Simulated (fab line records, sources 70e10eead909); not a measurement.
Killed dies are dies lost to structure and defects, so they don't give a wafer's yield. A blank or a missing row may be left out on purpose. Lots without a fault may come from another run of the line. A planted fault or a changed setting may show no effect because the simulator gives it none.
Problem report in the 8D (eight disciplines) form, filled by code | flow nand_harc | the parts of the form that need people (team, actions taken, sign-off) are left out

1. THE PROBLEM
killed_at_other at NHARC_END_SORT_01 reads a mean of 64.3 on 6 wafers of 2 lots; wafers without a fault read 0.7 with a standard deviation of 0.97. That is +66 standard deviations from the usual mean.
First seen on wafer L519.1, day 24 17:28, on prober-01. The record holds 9 wafers of 3 lots with a number at this step. Rule for "out", or "out of limits": more than 4 standard deviations from the usual mean. The other wafers with a number count as sound.

2. WHAT IT IS AND WHAT IT IS NOT
question                    | is                                                                                                              | is not
which readings at this step | killed_at_other, defect_limited_yield, killed_dies, sort_bin_2_pct, sort_bin_3_pct, sort_n_pass, sort_yield_pct | killed_at_array, killed_at_periphery, killed_open, killed_short
which lots                  | L517, L519                                                                                                      | L511
which wafers of those lots  | all that have a number                                                                                          | -
read on which gauges        | prober-01, prober-02                                                                                            | -
when                        | from day 24 17:28                                                                                               | up to then (3 sound wafers)

3. SUSPECTS, AND WHAT RULES EACH OUT
Counting: a tool at a process step up to the reading stays a suspect if it ran every lot that is out and no sound lot after the first of them.
- the gauge at NHARC_END_SORT_01: ruled out. The wafers that are out were read on 2 gauges (prober-01, prober-02).
- rie_diel-07 at NHARC_A_BONDPAD_DESCUM_11 (chemistry O2, time 3 s): kept. It ran every lot that is out, first L519 (day 23 09:21), and no sound lot after that.
- pecvd-02 at NHARC_THIN_TSV_DEP_43 (deposits SiO2, target thk 1328.5 nm): kept. It ran every lot that is out, first L519 (day 24 00:04), and no sound lot after that; its last sound lot up to then is L511 (day 21 23:05).
Left after counting: rie_diel-07 at NHARC_A_BONDPAD_DESCUM_11, pecvd-02 at NHARC_THIN_TSV_DEP_43.

4. THE CAUSE (what the simulator had put in)
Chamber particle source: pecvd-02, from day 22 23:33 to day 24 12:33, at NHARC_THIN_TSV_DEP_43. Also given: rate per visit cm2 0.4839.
Counting left 2 suspects, and this tool is among them.

5. THE CHAIN OF EFFECTS, in route order
Each row: a reading whose mean over the struck wafers that have a number lies more than 3 standard deviations from the usual. Only readings for which the record gives a usual standard deviation are gone through. hours: the time from each lot's start at the first step in this table that gives one to its start at this step, as a median over the lots. sigmas: the change in usual standard deviations.
hours | step              | reading              | usual  | on struck wafers | change | sigmas
0     | NHARC_END_SORT_01 | defect_limited_yield | 95.5 % | 86.3             | -9.2   | -7.1
0     | NHARC_END_SORT_01 | killed_at_other      | 0.7    | 64.3             | +63.6  | +66
0     | NHARC_END_SORT_01 | killed_dies          | 30     | 93               | +63    | +7.4
0     | NHARC_END_SORT_01 | sort_bin_2_pct       | 1.5 %  | 6.1              | +4.6   | +8.8
0     | NHARC_END_SORT_01 | sort_bin_3_pct       | 0.21 % | 2.44             | +2.23  | +12
0     | NHARC_END_SORT_01 | sort_n_pass          | 647    | 584              | -63    | -7.4
0     | NHARC_END_SORT_01 | sort_rim_yield_pct   | 94.8 % | 86.3             | -8.5   | -3.1
0     | NHARC_END_SORT_01 | sort_yield_pct       | 95.5 % | 86.3             | -9.2   | -7.1

6. WHAT WOULD HAVE CAUGHT IT SOONER
In this record the first reading out of limits at a measuring or inspecting step was taken at day 24 17:28, 42 hours after the fault began at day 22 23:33.
Of the tool readings at NHARC_THIN_TSV_DEP_43 for which the record gives a usual standard deviation, none was out on any struck wafer, so an alarm limit of 4 standard deviations on them would not have fired.
All the lots that are out (2) had begun NHARC_THIN_TSV_DEP_43 on pecvd-02 by day 24 17:28. A hold on the tool at that time would have spared none of them.
